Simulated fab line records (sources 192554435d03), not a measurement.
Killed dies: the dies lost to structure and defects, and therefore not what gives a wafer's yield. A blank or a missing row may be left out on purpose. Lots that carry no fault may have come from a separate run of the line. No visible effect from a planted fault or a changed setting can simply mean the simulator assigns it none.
Problem report in the 8D (eight disciplines) form, filled by code	flow n5_finfet	the parts of the form that need people (team, actions taken, sign-off) are left out

== 1. THE ISSUE ==
At N5_PASSIVATION_PROBE_49, killed_at_M0_to_M3 averages 113 over 6 wafers from 2 lots, while fault-free wafers read 32, standard deviation 11. Relative to the usual mean, that is a shift of +7.4 standard deviations.
Earliest sighting: wafer L315.2 on prober-01 at day 18 13:47. The record holds 6 wafers of 2 lots with a number at this step. By rule, "out" or "out of limits" means more than 4 standard deviations away from the usual mean. All remaining wafers that have a number are taken as sound.

== 2. WHAT THIS IS AND IS NOT ==
question	is	is not
which readings at this step	killed_at_M0_to_M3, sort_bin_5_function	killed_at_M4_up, killed_at_contacts, killed_at_front_end, killed_open, killed_short, sort_bin_4_leakage, sort_bin_8_speed
which lots	L315, L317	-
which wafers of those lots	all that have a number	-
read on which tools	prober-01, prober-02	-
when	from day 18 13:47	up to then (0 sound wafers)

== 3. THE SUSPECTS, EACH WITH WHAT RULES IT OUT ==
Counting: any tool at a process step up to the reading is kept as a suspect provided that every lot that is out went through it and no sound lot did after the first of them.
- pvd_sputter-03 at N5_BEOL_M2_SPUTTER_81 (material Cu, target thk 4.5 nm, time 8.29 s): kept. It ran every lot that is out, first L315 (day 12 05:40), and no sound lot after that.
Remaining after the count: pvd_sputter-03 at N5_BEOL_M2_SPUTTER_81.

== 4. THE CAUSE (what the simulator had put in) ==
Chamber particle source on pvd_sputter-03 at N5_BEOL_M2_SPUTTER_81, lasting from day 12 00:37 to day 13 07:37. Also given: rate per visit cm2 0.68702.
Counting left only this tool.

== 5. SEQUENCE OF EFFECTS, ordered by route ==
Each row: a reading where the mean over the struck wafers with a number is more than 3 standard deviations away from the usual. Scope: only readings with a usual standard deviation given in the record; hours: median across lots of the time from each lot's start at the first step in this table that gives one to its start at this step; sigmas: change in usual standard deviations.
hours	step	reading	usual	on struck wafers	change	sigmas
0	N5_PASSIVATION_PROBE_49	defect_limited_yield	91.5 %	84.5	-7.0	-5.0
0	N5_PASSIVATION_PROBE_49	killed_at_M0_to_M3	32	113	+81	+7.4
0	N5_PASSIVATION_PROBE_49	killed_dies	100	184	+84	+4.9
0	N5_PASSIVATION_PROBE_49	killed_on_rim	13	25	+12	+3.1
0	N5_PASSIVATION_PROBE_49	sort_bin_5_function	5.0 %	9.7	+4.7	+5.0
0	N5_PASSIVATION_PROBE_49	sort_n_pass	1079	996	-82	-4.9
0	N5_PASSIVATION_PROBE_49	sort_yield_pct	91.4 %	84.5	-7.0	-4.6
It contains these process steps:
- N5_PASSIVATION_PROBE_49

== 6. WHAT WOULD HAVE CAUGHT IT SOONER ==
In this record no reading fell out of limits until day 18 13:47, 157 hours after the fault had begun at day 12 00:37.
No tool reading at N5_BEOL_M2_SPUTTER_81 that has a usual standard deviation in the record was out on any struck wafer, so an alarm limit of 4 standard deviations on those readings would not have fired.
Each of the lots that are out, 2 in all, had begun N5_BEOL_M2_SPUTTER_81 on pvd_sputter-03 no later than day 18 13:47. Had the tool been put on hold then, not one of them would have been saved.
